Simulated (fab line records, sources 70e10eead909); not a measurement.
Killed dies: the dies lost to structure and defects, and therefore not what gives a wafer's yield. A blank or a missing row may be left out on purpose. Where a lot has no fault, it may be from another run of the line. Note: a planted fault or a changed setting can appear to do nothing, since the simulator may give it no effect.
Struck lot and sound lot, side by side || flow nand_harc || 24 out of 1302 route steps
Sound: wafers L652.2, L652.3, L652.5. Struck: wafers L661.1, L661.3, L661.4. At the end, the cause is stated.
For every step that has rows: the tool of each side, followed by ch and its chambers, followed by its first start. Under that, the readings that differ: sound wafers || struck wafers || difference of the means || sigmas: that difference in standard deviations of wafers without a fault.
alike: readings with means less than 2 such deviations apart, plus words and numbers identical on both sides. not compared: withheld readings, readings lacking a value on some wafer, bounds such as >300 that could conceal the same value, and numbers that have no deviation in the record and whose values overlap.
The two part at a step that has a row with sigmas, a row that says differs or no value, or rows on one side only. Numbers that have no deviation but don't overlap get no sigmas and don't part them. Lack of a reading on every wafer of one side parts them only where that side has two or more wafers.

first, 1 step without rows for these wafers: NHARC_P_M0_SRD_25.
NHARC_P_M0_INSPECT_27:
  sound on defect_inspect-02 at day 7 04:57; struck on defect_inspect-01 at day 11 05:56
  alike: raw_defect_count
NHARC_P_M0_PRE_CLEAN_31: time 12 s.
  sound on pecvd-01 ch 0,2, day 7 05:02; struck on pecvd-02 ch 0,2, day 11 06:02
  alike: heater_power_w
NHARC_P_M0_DEP_32: deposits SiCN, target thk 30 nm.
  sound on pecvd-01 ch 0,2, day 7 05:08; struck on pecvd-02 ch 0,2, day 11 06:11
  alike: heater_power_w
then, 7 steps without rows for these wafers: NHARC_P_M1_DEP_00 (deposits SiOC, target thk 182.5 nm); NHARC_P_M1_DEHYDRATE_01 (time 120 s); NHARC_P_M1_HMDS_02 (time 30 s); NHARC_P_M1_COAT_34 (time 65 s); NHARC_P_M1_COAT_03 (resist thk 90 nm); NHARC_P_M1_SOFTBAKE_04 (time 55 s); NHARC_P_M1_EBR_05.
NHARC_P_M1_EXPOSE_06: exposes mask P M1, target cd 130 nm.
  sound on arfi_scanner-02 ch 0, day 7 06:13; struck on arfi_scanner-02 ch 0, day 11 07:22
{"reading": "exposure_dose_mJ_cm2", "sound": "81.7 81.9 81.8", "struck": "78.1 78.0 78.0", "difference": -3.8, "sigmas": -6}
  alike: mask
then, 2 steps without rows for these wafers: NHARC_P_M1_PEB_07 (peb time 65 s); NHARC_P_M1_DEVELOP_08 (develop time 35 s).
NHARC_P_M1_CD_MEAS_09: the cd target is 130 nm.
  sound on cd_sem-01 ch 0, day 7 06:21; struck on cd_sem-01 ch 0, day 11 07:31
{"reading": "cd_nm (nm)", "sound": "129.4 129.8 129.4", "struck": "127.1 127.6 127.7", "difference": -2.1, "sigmas": -3}
NHARC_P_M1_OVL_MEAS_10: pitch 260 nm.
  sound on overlay-02 at day 7 06:26; struck on overlay-01 at day 11 07:36
  alike: overlay_x_nm, overlay_y_nm
NHARC_P_M1_INSPECT_11:
  sound on defect_inspect-01 at day 7 06:28; struck on defect_inspect-01 at day 11 07:38
  alike: raw_defect_count
NHARC_P_M1_DESCUM_14: chemistry O2, time 3 s.
  sound on rie_diel-13 ch 0,1,3, day 7 06:32; struck on rie_diel-09 ch 1,2,3, day 11 07:41
{"reading": "model.P_M1.cd_nm (nm)", "sound": "130 129.6 128.2", "struck": "126.7 127.6 127.4", "difference": -2.0, "sigmas": ""}
  alike: drypump_motor_current_A, oes_product_au, rf_vpp_V, showerhead_plenum_p_Torr, throttle_valve_pct
  not compared: rf_hours_counter_h
NHARC_P_M1_ETCH_35: etches the open film in N2/H2, target depth 40 nm, overetch 12 nm, time 43.94 s.
  sound on rie_diel-13 ch 1,2, day 7 06:37; struck on rie_diel-09 ch 0,2,3, day 11 07:47
{"reading": "oes_product_au (a.u.)", "sound": "1.005 1.008 1.015", "struck": "0.986 0.989 0.993", "difference": -0.020, "sigmas": -2}
  alike: drypump_motor_current_A, rf_vpp_V, showerhead_plenum_p_Torr, throttle_valve_pct
  not compared: rf_hours_counter_h
NHARC_P_M1_ETCH_15: etches the open film in C4F8/Ar, target depth 182.5 nm, time 91.2 s.
  sound on rie_diel-13 ch 0,1; struck on rie_diel-09 ch 0,1,2
  alike: oes_product_au, rf_vpp_V
  not compared: rf_hours_counter_h
NHARC_P_M1_CD_MEAS_16:
  sound on cd_sem-03 at day 7 06:50; struck on cd_sem-03 at day 11 08:00
{"reading": "cd_nm (nm)", "sound": "130.2 129.6 128.7", "struck": "127.2 127.9 127.4", "difference": -2.0, "sigmas": -3}
NHARC_P_M1_STRIP_18: strips in N2/H2.
  sound on rie_diel-13 ch 0,1, day 7 06:55; struck on rie_diel-13 ch 1,2,3, day 11 08:06
  alike: drypump_motor_current_A, oes_product_au, rf_vpp_V, showerhead_plenum_p_Torr, throttle_valve_pct
  not compared: rf_hours_counter_h
NHARC_P_M1_ETCH_28: etches the open film in CF4/N2, target depth 30 nm, time 72.99 s.
  sound on rie_diel-13 ch 0,1,3; struck on rie_diel-13 ch 0,1,2
{"reading": "model.P_M1.cd_nm (nm)", "sound": "130.8 129.6 129.2", "struck": "126.8 128.6 126.2", "difference": -2.7, "sigmas": ""}
  alike: drypump_motor_current_A, oes_product_au, rf_vpp_V, showerhead_plenum_p_Torr, throttle_valve_pct
  not compared: rf_hours_counter_h
then, 1 step without rows for these wafers: NHARC_P_M1_STRIP_19 (strips in post etch residue remover, time 600 s).

WHERE THEY PART
Earliest at NHARC_P_M1_EXPOSE_06; latest, in this record, at NHARC_P_M1_CD_MEAS_16. Later steps at which nothing parts them and some readings are alike: NHARC_P_M1_STRIP_18, NHARC_P_M1_ETCH_28.

WHY: what had been put in by the simulator
Drift in process parameters on arfi_scanner-02 at NHARC_P_M1_EXPOSE_06, starting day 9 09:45. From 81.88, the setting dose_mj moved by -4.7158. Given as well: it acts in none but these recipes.
